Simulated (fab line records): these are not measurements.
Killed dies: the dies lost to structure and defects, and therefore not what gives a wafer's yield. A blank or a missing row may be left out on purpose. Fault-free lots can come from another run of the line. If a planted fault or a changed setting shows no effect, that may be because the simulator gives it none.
Comparing a struck lot with a sound one	flow n5-finfet	16 steps out of a route of 1938
Sound: wafers L968.1, L968.4, L968.5. Struck: wafer L975.4 (L975.1, L975.6, from the same lot, were not struck and are left out); the cause is given at the end.
Per side, at each step with rows, come the tool, then ch with its chambers, and then its first start. Under that, the readings that differ: sound wafers	struck wafers	difference of the means	sigmas: that difference in standard deviations of wafers without a fault.
alike: a reading whose means differ by less than 2 such deviations, as well as words and numbers matching on both sides. not compared: withheld readings; readings where some wafer has no value; bounds like >300 that might hide an equal value; numbers whose values overlap and for which the record gives no deviation.
Wherever a step has rows on one side only, a row that says differs or no value, or a row with sigmas, the two part there. Numbers that don't overlap but have no deviation are shown without sigmas and don't part them. Lack of a reading on every wafer of one side parts them only where that side has two or more wafers.

first, 9 steps without rows for these wafers: N5_BEOL_M1_SOFTBAKE_23 (time 60 s); N5_BEOL_M1_EXPOSE_25 (exposes mask V0, defocus 5 nm, target cd 24 nm); N5_BEOL_M1_PEB_26 (peb time 60 s); N5_BEOL_M1_DEVELOP_27 (develop time 30 s); N5_BEOL_M1_DESCUM_33 (chemistry O2, time 7 s); N5_BEOL_M1_ETCH_77 (etches underlayer in N2/H2, target depth 6.5 nm, time 5.2 s); N5_BEOL_M1_ETCH_69 (etches SiARC in CF4, target depth 15.6 nm, time 26 s); N5_BEOL_M1_ALD_98 (deposits SiO2, target thk 2.5 nm, pulse time 1 s, co reactant pulse time 1 s); N5_BEOL_M1_ETCHBACK_99 (etches SiO2 in CHF3, target depth 5 nm, time 10.4 s).
N5_BEOL_M1_ETCH_70: etches SOC in N2/H2, target depth 80 nm, overetch 16 nm, time 120 s.
  sound on rie-diel-03 ch 0,2, day 7 08:28; struck on rie-diel-03 ch 1, day 8 23:05
reading	sound	struck	difference	sigmas
drypump-motor-current-A (A)	5.2 6.6 6.6	4.7	-1.4	-3
oes-product-au (a.u.)	0.56 0.53 0.54	0.85	+0.31	+5
run-length-s (s)	143.8 143.1 143.5	118.5	-25.0	-48
model.SiARC_of_BEOL_M1_COAT_68.thk-nm (nm)	6 6.4 6.4	7.4	+1.1	
  alike: rf-vpp-V, showerhead-plenum-p-Torr, throttle-valve-pct
  not compared: rf-fwd-power-W, rf-hours-counter-h
then, 2 steps without rows for these wafers: N5_BEOL_M1_STRIP_71 (strips in N2/H2); N5_BEOL_M1_STRIP_78 (strips in N2/H2).
N5_BEOL_M1_VIA_ETCH_34: etches the open film in C4F6/O2, target depth 67.8 nm, time 64.4 s.
  sound on rie-diel-03 ch 0,2, day 7 08:34; struck on rie-diel-03 ch 1, day 8 23:12
reading	sound	struck	difference	sigmas
drypump-motor-current-A (A)	5.2 6.5 6.5	4.7	-1.4	-3
oes-product-au (a.u.)	0.74 0.69 0.70	0.91	+0.20	+2
  alike: mfc-ar-sccm, rf-fwd-power-W, rf-vpp-V, run-length-s, showerhead-plenum-p-Torr, throttle-valve-pct
  not compared: rf-hours-counter-h, model.BEOL_M1.cd-nm
then, 1 step without rows for these wafers: N5_BEOL_M1_STRIP_83 (strips in C4F6/O2).
N5_BEOL_M4_RC_MEAS_101:
  sound on prober-01 ch 0, day 8 21:04; struck on prober-01 ch 0, day 10 19:44
  alike: DIBL_N, DIBL_P, IOFF_N, IOFF_P, ION_N, ION_P, SS_N, SS_P, VT_N, VT_P
next, for these wafers, 1 step has no rows: N5_PASSIVATION_PROBE_49.

## WHERE THEY PART
First at N5_BEOL_M1_ETCH_70; last, within this record, at N5_BEOL_M1_VIA_ETCH_34. Later steps at which nothing parts them and some readings are alike: N5_BEOL_M4_RC_MEAS_101.

WHY: the cause the simulator had injected
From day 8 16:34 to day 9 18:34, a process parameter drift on rie-diel-03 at N5_BEOL_M1_ETCH_70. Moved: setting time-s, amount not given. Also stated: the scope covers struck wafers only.
